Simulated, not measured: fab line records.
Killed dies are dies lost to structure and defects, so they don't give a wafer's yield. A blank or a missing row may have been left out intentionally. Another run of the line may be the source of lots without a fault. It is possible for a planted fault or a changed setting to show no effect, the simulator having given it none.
Struck lot and sound lot, side by side | flow n5-finfet | 24 steps out of a route of 1938
Sound: these wafers, L239.3, L239.5. Struck: wafer L245.6; the same lot's L245.5 was not struck, so it is left out; see the end for the cause.
Per side, at each step with rows, come the tool, then ch with its chambers, and then its first start. Under that, the readings that differ: sound wafers | struck wafers | difference of the means | sigmas: that difference in standard deviations of wafers without a fault.
alike: words and numbers the same on both sides, and readings whose means are apart by under 2 such deviations; not compared: readings that were withheld, readings missing a value for some wafer, numbers with overlapping values and no deviation given by the record, and bounds like >300 which may hide the same value.
Wherever a step has rows on one side only, a row that says differs or no value, or a row with sigmas, the two part there. Numbers that have no deviation but don't overlap get no sigmas and don't part them. A reading that every wafer of one side lacks parts them only if that side has two wafers or more.

N5_GATE_CUT_ETCH_28: etches underlayer in N2/H2, target depth 13 nm, time 10.4 s.
  sound on rie-diel-04 ch 0, day 5 18:06; struck on rie-diel-03 ch 3, day 7 11:59
  reading               | sound     | struck | difference | sigmas
  oes-product-au (a.u.) | 0.65 0.65 | 0.80   | +0.15      | +2
  alike: chamber-pressure-mTorr, drypump-motor-current-A, etch-rf-on-time-s, rf-vpp-V, showerhead-plenum-p-Torr, throttle-valve-pct
  not compared: rf-hours-counter-h
then, 6 steps without rows for these wafers: N5_GATE_CUT_ETCH_36 (etches SiARC in CF4, target depth 13 nm, time 21.7 s); N5_GATE_CUT_ETCH_37 (etches SOC in N2/H2, target depth 60 nm, overetch 12 nm, time 90 s); N5_GATE_CUT_STRIP_38 (strips in N2/H2); N5_GATE_CUT_STRIP_39 (strips in N2/H2); N5_GATE_CUT_HM_OPEN_40 (chemistry C4F6/O2, target SiO2, target depth 139 nm, time 85.1 s); N5_GATE_CUT_STRIP_41 (strips in CF4).
N5_GATE_CUT_STRIP_42: strips in O2.
  sound on rie-diel-04 ch 0, day 5 18:19; struck on rie-diel-03 ch 3, day 7 12:12
  reading               | sound     | struck | difference | sigmas
  oes-product-au (a.u.) | 0.76 0.76 | 0.93   | +0.17      | +2
  rf-vpp-V (V)          | 3.4 2.9   | 4.2    | +1.1       | +2
  alike: chamber-pressure-mTorr, drypump-motor-current-A, o2-flow-sccm, showerhead-plenum-p-Torr, throttle-valve-pct
  not compared: rf-hours-counter-h
then, 3 steps without rows for these wafers: N5_GATE_CUT_ETCH_19 (etches SiNx in CH3F/O2, target depth 53.7 nm, time 76.7 s); N5_GATE_CUT_CUT_ETCH_53 (etches W in SF6/Cl2, target depth 79.2 nm); N5_GATE_CUT_CUT_ETCH_54 (etches TiN in Cl2/BCl3, target depth 96.7 nm).
N5_GATE_CUT_CUT_ETCH_55: etches HfO2 in BCl3, target depth 3.2 nm.
  sound on rie-metal-02 ch 0,1, day 5 18:35; struck on rie-metal-02 ch 1, day 7 12:28
  alike: chamber-pressure-mTorr, drypump-motor-current-A, oes-product-au, throttle-valve-pct
  not compared: rf-hours-counter-h
N5_GATE_CUT_ETCH_47: etches SiO2 in Cl2/BCl3, target depth 10 nm.
  sound on rie-metal-02 ch 0,1, day 5 18:37; struck on rie-metal-02 ch 1, day 7 12:30
  reading                                      | sound       | struck | difference | sigmas
  oes-product-au (a.u.)                        | 0.99 0.86   | 1.19   | +0.26      | +3
  model.SiO2_of_GATE_CUT_HM_DEP_46.thk-nm (nm) | 106 107.2   | 101.8  | -4.8       |
  model.etch.depth-nm (nm)                     | 10.11 10.21 | 14.51  | +4.35      |
  alike: chamber-pressure-mTorr, drypump-motor-current-A, throttle-valve-pct
  not compared: rf-hours-counter-h
then, 3 steps without rows for these wafers: N5_GATE_CUT_VAPOR_ETCH_48 (etches TiN in BCl3/Cl2); N5_GATE_CUT_VAPOR_ETCH_49 (etches TiAlC in BCl3/Cl2); N5_GATE_CUT_VAPOR_ETCH_51 (etches HfO2 in BCl3/Cl2).
N5_GATE_CUT_STRIP_21: strips in N2/H2, time 30 s.
  sound on plasma-asher-01 ch 1, day 5 18:47; struck on plasma-asher-02 ch 1, day 7 12:40
  alike: drypump-motor-current-A, heater-power-w
  not compared: rf-hours-counter-h
then, 2 steps without rows for these wafers: N5_GATE_CUT_STRIP_29 (strips in post etch residue remover, time 60 s); N5_GATE_CUT_SRD_52 (time 30 s).
N5_GATE_CUT_ALD_22: deposits SiNx, target thk 16 nm, pulse time 1 s, ald cycles 320.
  sound on ald-sin-03 ch 0,2, day 5 19:22; struck on ald-sin-01 ch 2, day 7 13:30
  alike: heater-power-w, precursor-pulse-height-rel
N5_GATE_CUT_CMP_23: polishes, stops on SiO2, t overpolish 23.4 s, target thk 16 nm.
  sound on cmp-04 ch 0,2, day 5 20:59; struck on cmp-03 ch 2, day 7 14:25
  reading                                      | sound       | struck | difference | sigmas
  model.SiO2_of_GATE_CUT_HM_DEP_46.thk-nm (nm) | 103.8 105.2 | 99.6   | -4.9       |
  alike: edge-zone-pressure-frac, motor-current-A, overpolish-run-s, time-to-endpoint-s
  not compared: pad-life-wafers
N5_GATE_CUT_THK_MEAS_24:
  sound: film-metro-01 at day 5 21:10; struck: film-metro-02 at day 7 14:34
  alike: GC_FILL_THK
-- a jump in the record: the struck wafers' starts before and after are 3 days apart (it breaks off in module GATE_CUT and resumes in module BEOL_M4, where the first step shown is number 1111 of the route) --
N5_BEOL_M4_RC_MEAS_101:
  sound on prober-01 ch 0, day 9 03:50; struck on prober-01 ch 0, day 10 17:22
  reading        | sound     | struck | difference | sigmas
  IOFF_P (nA/um) | 0.20 0.24 | 0.14   | -0.08      | -2
  VT_P (mV)      | -248 -245 | -257   | -10        | -3
  alike: DIBL_N, DIBL_P, IOFF_N, ION_N, ION_P, SS_N, SS_P, VT_N
-- here the record skips 4 days between the struck wafers' starts before and after, leaving off in module BEOL_M4 and picking up in module PASSIVATION (first step shown: number 1936 of the route) --
N5_PASSIVATION_PROBE_49:
  sound: prober-01 at day 13 09:37; struck: prober-01 at day 15 03:04
  reading                  | sound     | struck | difference | sigmas
  defect-limited-yield (%) | 90.5 87.3 | 93.2   | +4.3       | +3
  killed-at-contacts       | 20 33     | 7      | -20        | -3
  killed-at-front-end      | 50 60     | 25     | -30        | -3
  killed-dies              | 112 150   | 80     | -51        | -3
  killed-short             | 33 55     | 14     | -30        | -4
  sort_bin_5_function (%)  | 5.8 7.2   | 4.2    | -2.3       | -2
  sort_bin_6_memory (%)    | 3.2 4.7   | 2.4    | -1.6       | -2
  sort-n-pass              | 1068 1030 | 1100   | +51        | +3
  sort-yield-pct (%)       | 90.5 87.3 | 93.2   | +4.3       | +3
  alike: killed_at_M0_to_M3, killed_at_M4_up, killed-at-other, killed-open

## WHERE THEY PART
At N5_GATE_CUT_ETCH_28 first; at N5_PASSIVATION_PROBE_49 last (within this record only).

WHY: the cause the simulator had injected
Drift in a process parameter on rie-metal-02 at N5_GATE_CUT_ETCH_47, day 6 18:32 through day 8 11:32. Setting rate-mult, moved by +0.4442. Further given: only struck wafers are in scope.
